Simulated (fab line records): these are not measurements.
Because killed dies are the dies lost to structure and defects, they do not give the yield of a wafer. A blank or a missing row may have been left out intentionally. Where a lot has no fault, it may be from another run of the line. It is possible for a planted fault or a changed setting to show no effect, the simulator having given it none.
Which tool was responsible? + flow n5_finfet + 9 lots with 27 wafers sampled at 7 steps, on a route of 1938 steps

== WHAT EACH GAUGE READ, for each wafer ==
N5_WELL_APT_INSPECT_38: inspects for defects (darkfield). Usual: raw_defect_count at 14, with a standard deviation of 5.2.
| lot  | measured    | on                | raw_defect_count | flag |
|------|-------------|-------------------|------------------|------|
| L491 | day 1 17:10 | defect_inspect-01 | 20 20 18         |      |
| L495 | day 2 16:45 | defect_inspect-01 | 10 11 17         |      |
| L498 | day 3 11:37 | defect_inspect-02 | 14 11 6          |      |
| L500 | day 3 22:58 | defect_inspect-02 | 12 17 9          |      |
| L506 | day 5 12:32 | defect_inspect-01 | 1098 1183 1133   | OFF  |
| L507 | day 5 17:05 | defect_inspect-02 | 1165 1189 1146   | OFF  |
| L511 | day 6 18:18 | defect_inspect-01 | 10 22 18         |      |
| L512 | day 6 23:44 | defect_inspect-02 | 9 18 17          |      |
| L514 | day 7 10:53 | defect_inspect-02 | 18 27 24         |      |

N5_PMOS_HMC_CHANNEL_EPI_INSPECT_11: inspects for defects (macro). Usual: raw_defect_count at 2.2, with a standard deviation of 1.6.
| lot  | measured    | on                | raw_defect_count | flag |
|------|-------------|-------------------|------------------|------|
| L491 | day 1 17:40 | defect_inspect-02 | 2 4 2            |      |
| L495 | day 2 17:15 | defect_inspect-02 | 4 1 5            |      |
| L498 | day 3 11:59 | defect_inspect-02 | 4 1 5            |      |
| L500 | day 3 23:20 | defect_inspect-01 | 1 2 4            |      |
| L506 | day 5 12:55 | defect_inspect-02 | >300 >300 >300   | OFF  |
| L507 | day 5 17:35 | defect_inspect-01 | >300 >300 >300   | OFF  |
| L511 | day 6 18:40 | defect_inspect-02 | 5 1 1            |      |
| L512 | day 7 00:14 | defect_inspect-01 | 1 2 4            |      |
| L514 | day 7 11:23 | defect_inspect-02 | 3 2 1            |      |

N5_BEOL_M4_RC_MEAS_101. Usual: DIBL_N 36.2 mV/V, standard deviation 1.6; DIBL_P 36.1 mV/V, standard deviation 2; IOFF_N 0.16 nA/um, standard deviation 0.032; IOFF_P 0.22 nA/um, standard deviation 0.036; ION_N 672 uA/um, standard deviation 11; ION_P 463 uA/um, standard deviation 7.5; SS_N 71.4 mV/dec, standard deviation 0.58; SS_P 73.2 mV/dec, standard deviation 0.67; VT_N 250 mV, standard deviation 3.3; VT_P -250 mV, standard deviation 3.3.
| lot  | measured     | on        | DIBL_N (mV/V)  | DIBL_P (mV/V)  | IOFF_N (nA/um) | IOFF_P (nA/um) | ION_N (uA/um) | ION_P (uA/um) | SS_N (mV/dec)  | SS_P (mV/dec)  | VT_N (mV)   | VT_P (mV)      | flag |
|------|--------------|-----------|----------------|----------------|----------------|----------------|---------------|---------------|----------------|----------------|-------------|----------------|------|
| L491 | day 8 04:59  | prober-02 | 36.6 37.2 34.5 | 37.3 38.7 35.6 | 0.13 0.17 0.12 | 0.17 0.19 0.15 | 652 679 660   | 446 456 444   | 71.1 72.3 70.7 | 72.5 74.0 72.3 | 254 247 255 | -257 -251 -256 |      |
| L495 | day 9 05:44  | prober-01 | 38.3 35.9 36.2 | 35.2 32.5 33.4 | 0.17 0.13 0.13 | 0.21 0.18 0.19 | 679 662 671   | 465 458 460   | 71.6 71.3 71.5 | 73.2 71.8 72.3 | 248 248 251 | -249 -251 -250 |      |
| L498 | day 9 21:27  | prober-02 | 34.3 33.2 35.8 | 33.8 33.0 37.2 | 0.13 0.12 0.16 | 0.17 0.15 0.22 | 659 648 670   | 452 440 458   | 71.4 70.8 71.2 | 72.2 72.7 73.9 | 255 257 249 | -256 -258 -252 |      |
| L500 | day 10 08:41 | prober-02 | 37.7 37.3 37.0 | 37.1 38.2 38.0 | 0.17 0.16 0.16 | 0.24 0.26 0.24 | 675 678 682   | 471 471 466   | 71.8 71.5 71.5 | 73.0 74.0 72.8 | 247 248 249 | -246 -245 -246 |      |
| L506 | day 12 06:14 | prober-02 | 35.3 41.1 36.6 | 35.2 40.7 37.4 | 0.15 0.29 0.17 | 0.20 0.29 0.23 | 676 699 674   | 465 466 466   | 71.4 73.2 71.1 | 73.8 74.8 73.8 | 248 240 247 | -251 -247 -247 |      |
| L507 | day 12 12:28 | prober-02 | 34.2 33.3 36.3 | 33.8 32.6 36.6 | 0.13 0.13 0.17 | 0.18 0.17 0.23 | 647 657 665   | 455 459 457   | 70.6 70.6 72.2 | 72.7 72.4 73.4 | 253 251 248 | -253 -251 -250 |      |
| L511 | day 13 17:14 | prober-02 | 40.5 37.6 38.3 | 38.1 34.2 34.9 | 0.21 0.15 0.16 | 0.27 0.20 0.20 | 666 660 653   | 462 462 457   | 71.8 71.4 71.7 | 73.7 72.6 72.8 | 246 250 251 | -247 -250 -250 |      |
| L512 | day 13 06:59 | prober-02 | 33.0 38.4 35.4 | 30.8 38.8 34.2 | 0.11 0.20 0.13 | 0.15 0.27 0.19 | 649 676 670   | 449 463 463   | 71.1 71.9 71.2 | 72.6 74.0 72.6 | 257 248 251 | -254 -244 -249 |      |
| L514 | day 15 03:51 | prober-02 | 38.7 36.5 34.7 | 39.5 37.2 35.7 | 0.20 0.16 0.13 | 0.25 0.22 0.20 | 694 679 661   | 469 470 465   | 72.4 72.2 71.4 | 73.6 73.4 72.2 | 244 250 252 | -246 -247 -252 |      |

== EACH LOT AND THE TOOL THAT RAN IT (in order: tool; ch and the chambers of the sampled wafers; start) ==
| lot  | N5_WELL_APT_PRECLEAN_39            | N5_PMOS_HMC_CHANNEL_EPI_HM_DEP_34 | N5_FIN_SAQP_STRIP_55              | N5_FIN_SAQP_RECESS_75             |
|------|------------------------------------|-----------------------------------|-----------------------------------|-----------------------------------|
| L491 | wet_bench-03 ch 0,1,7, day 1 16:28 | pecvd-02 ch 0,1,2, day 1 17:12    | rie_diel-02 ch 0,1,3, day 1 22:33 | vapor_etch-01 ch 0,1, day 1 22:53 |
| L495 | wet_bench-02 ch 0,6,7, day 2 16:03 | pecvd-02 ch 0,2, day 2 16:47      | rie_diel-01 ch 0,2,3, day 2 22:04 | vapor_etch-02 ch 0,1, day 2 22:31 |
| L498 | wet_bench-02 ch 1,4,5, day 3 10:43 | pecvd-03 ch 0,2, day 3 11:38      | rie_diel-02 ch 1,2,3, day 3 16:47 | vapor_etch-01 ch 0,1, day 3 17:06 |
| L500 | wet_bench-05 ch 0,3,6, day 3 22:03 | pecvd-02 ch 0,1,2, day 3 22:59    | rie_diel-02 ch 0,1,2, day 4 04:51 | vapor_etch-02 ch 0,1, day 4 05:10 |
| L506 | wet_bench-02 ch 0,4,5, day 5 11:50 | pecvd-01 ch 0,1, day 5 12:34      | rie_diel-06 ch 2,3, day 5 19:46   | vapor_etch-02 ch 0,1, day 5 20:05 |
| L507 | wet_bench-02 ch 2,3,5, day 5 16:23 | pecvd-03 ch 0,2, day 5 17:07      | rie_diel-06 ch 0,1,2, day 5 23:44 | vapor_etch-02 ch 0,1, day 6 00:08 |
| L511 | wet_bench-03 ch 4,5,7, day 6 17:22 | pecvd-02 ch 0,1,2, day 6 18:20    | rie_diel-02 ch 0,1, day 7 00:14   | vapor_etch-02 ch 0, day 7 00:42   |
| L512 | wet_bench-05 ch 1,2,7, day 6 23:02 | pecvd-02 ch 1,2, day 6 23:47      | rie_diel-02 ch 0,1, day 7 05:33   | vapor_etch-01 ch 0,1, day 7 06:29 |
| L514 | wet_bench-03 ch 2,5,7, day 7 10:11 | pecvd-03 ch 0,1, day 7 10:55      | rie_diel-02 ch 1,2, day 7 16:31   | vapor_etch-01 ch 0,1, day 7 16:50 |
- N5_WELL_APT_PRECLEAN_39: cleans in dHF, time 60 s.
- N5_PMOS_HMC_CHANNEL_EPI_HM_DEP_34: deposits SiO2 from TEOS/O2, target thk 36 nm, time 6.9 s.
- N5_FIN_SAQP_STRIP_55: strips in N2/H2.
- N5_FIN_SAQP_RECESS_75: chemistry HF/NH3, target SiO2, target depth 14.4 nm, afs cycles 3, sublimation time 60 s.

== WHAT THE TOOLS THEMSELVES READ (means of the sampled wafers that have a number; where no wafer has one, the mark that the record gives instead) ==
N5_WELL_APT_PRECLEAN_39. Usual: temp_c at 25.00 C, with a standard deviation of 0.098.
| lot  | tool         | temp_c (C) | flag |
|------|--------------|------------|------|
| L491 | wet_bench-03 | 25.10      |      |
| L495 | wet_bench-02 | 24.93      |      |
| L498 | wet_bench-02 | 25.10      |      |
| L500 | wet_bench-05 | 24.95      |      |
| L506 | wet_bench-02 | 25.04      |      |
| L507 | wet_bench-02 | 25.01      |      |
| L511 | wet_bench-03 | 24.97      |      |
| L512 | wet_bench-05 | 24.85      |      |
| L514 | wet_bench-03 | 25.05      |      |

N5_PMOS_HMC_CHANNEL_EPI_HM_DEP_34. Usual: heater_power_w 581 W, standard deviation 65; showerhead_plenum_p_Torr 8.36 Torr, standard deviation 0.036; throttle_valve_pct 18.9 %, standard deviation 0.9.
| lot  | tool     | heater_power_w (W) | showerhead_plenum_p_Torr (Torr) | throttle_valve_pct (%) | flag |
|------|----------|--------------------|---------------------------------|------------------------|------|
| L491 | pecvd-02 | 602                | 8.36                            | 19.1                   |      |
| L495 | pecvd-02 | 606                | 8.33                            | 19.7                   |      |
| L498 | pecvd-03 | 615                | 8.35                            | 17.7                   |      |
| L500 | pecvd-02 | 584                | 8.36                            | 19.2                   |      |
| L506 | pecvd-01 | 628                | 8.37                            | 18.7                   |      |
| L507 | pecvd-03 | 581                | 8.35                            | 17.9                   |      |
| L511 | pecvd-02 | 590                | 8.36                            | 19.4                   |      |
| L512 | pecvd-02 | 580                | 8.38                            | 18.7                   |      |
| L514 | pecvd-03 | 476                | 8.41                            | 19.3                   |      |

N5_FIN_SAQP_STRIP_55. Usual: drypump_motor_current_A 5.6 A, standard deviation 0.5; oes_product_au 0.75 a.u., standard deviation 0.081; rf_vpp_V 121.5 V, standard deviation 1.6; showerhead_plenum_p_Torr 3.29 Torr, standard deviation 0.089; temp_c 40.01 C, standard deviation 0.11; throttle_valve_pct 19.01 %, standard deviation 0.26.
| lot  | tool        | drypump_motor_current_A (A) | oes_product_au (a.u.) | rf_vpp_V (V) | showerhead_plenum_p_Torr (Torr) | temp_c (C) | throttle_valve_pct (%) | flag |
|------|-------------|-----------------------------|-----------------------|--------------|---------------------------------|------------|------------------------|------|
| L491 | rie_diel-02 | 5.8                         | 0.73                  | 121.0        | 3.22                            | 40.04      | 19.09                  |      |
| L495 | rie_diel-01 | 5.7                         | 0.74                  | 121.1        | 3.35                            | 40.05      | 18.95                  |      |
| L498 | rie_diel-02 | 5.8                         | 0.69                  | 121.7        | 3.20                            | 40.02      | 19.01                  |      |
| L500 | rie_diel-02 | 5.5                         | 0.71                  | 120.1        | 3.20                            | 40.01      | 19.08                  |      |
| L506 | rie_diel-06 | 5.4                         | 0.81                  | 121.1        | 3.38                            | 40.09      | 18.83                  |      |
| L507 | rie_diel-06 | 5.3                         | 0.79                  | 121.2        | 3.33                            | 39.90      | 18.97                  |      |
| L511 | rie_diel-02 | 5.5                         | 0.72                  | 121.3        | 3.20                            | 40.06      | 19.17                  |      |
| L512 | rie_diel-02 | 5.5                         | 0.70                  | 119.2        | 3.18                            | 40.08      | 19.02                  |      |
| L514 | rie_diel-02 | 5.4                         | 0.78                  | 120.6        | 3.30                            | 39.92      | 18.80                  |      |

N5_FIN_SAQP_RECESS_75. Usual: drypump_motor_current_A 6.0 A, standard deviation 0.3; temp_c 30.00 C, standard deviation 0.1.
| lot  | tool          | drypump_motor_current_A (A) | temp_c (C) | flag |
|------|---------------|-----------------------------|------------|------|
| L491 | vapor_etch-01 | 6.0                         | 30.03      |      |
| L495 | vapor_etch-02 | 6.2                         | 30.03      |      |
| L498 | vapor_etch-01 | 6.0                         | 30.06      |      |
| L500 | vapor_etch-02 | 5.9                         | 29.96      |      |
| L506 | vapor_etch-02 | 6.2                         | 29.94      |      |
| L507 | vapor_etch-02 | 6.2                         | 29.91      |      |
| L511 | vapor_etch-02 | 6.4                         | 30.12      |      |
| L512 | vapor_etch-01 | 6.0                         | 29.88      |      |
| L514 | vapor_etch-01 | 6.0                         | 29.97      |      |

== THE ANSWER, worked out from the rows above alone ==
Rule: take the mean of a lot's wafers that have a number; if it is more than 3 standard deviations from the usual mean, the lot is off. Also off: a lot with no number at a reading for which 4 or more lots have one. Any other lot the step has rows for is counted as sound. First the gauges in route order, then the tools' own readings, where a lot's mean is used as printed above. At the first step where some lot is off, the reading lying furthest off is the one used; lots without a number count as furthest.
Off at N5_WELL_APT_INSPECT_38 (raw_defect_count): L506, L507.
A tool fits if, at a process step before that reading, it ran every lot that is off, and no sound lot after the first of them. Gauges at N5_WELL_APT_INSPECT_38: tried the same way as those tools. One fits: wet_bench-02 at N5_WELL_APT_PRECLEAN_39. A fault onset in the window from L498 (day 3 10:43, its last sound lot) to L506 (day 5 11:50, its first lot off) fits.

== WHAT THE SIMULATOR PUT IN ==
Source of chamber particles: wet_bench-02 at N5_WELL_APT_PRECLEAN_39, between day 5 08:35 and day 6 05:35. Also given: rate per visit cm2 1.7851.
Struck lots among those shown: L506, L507. The rule above reached the same finding.
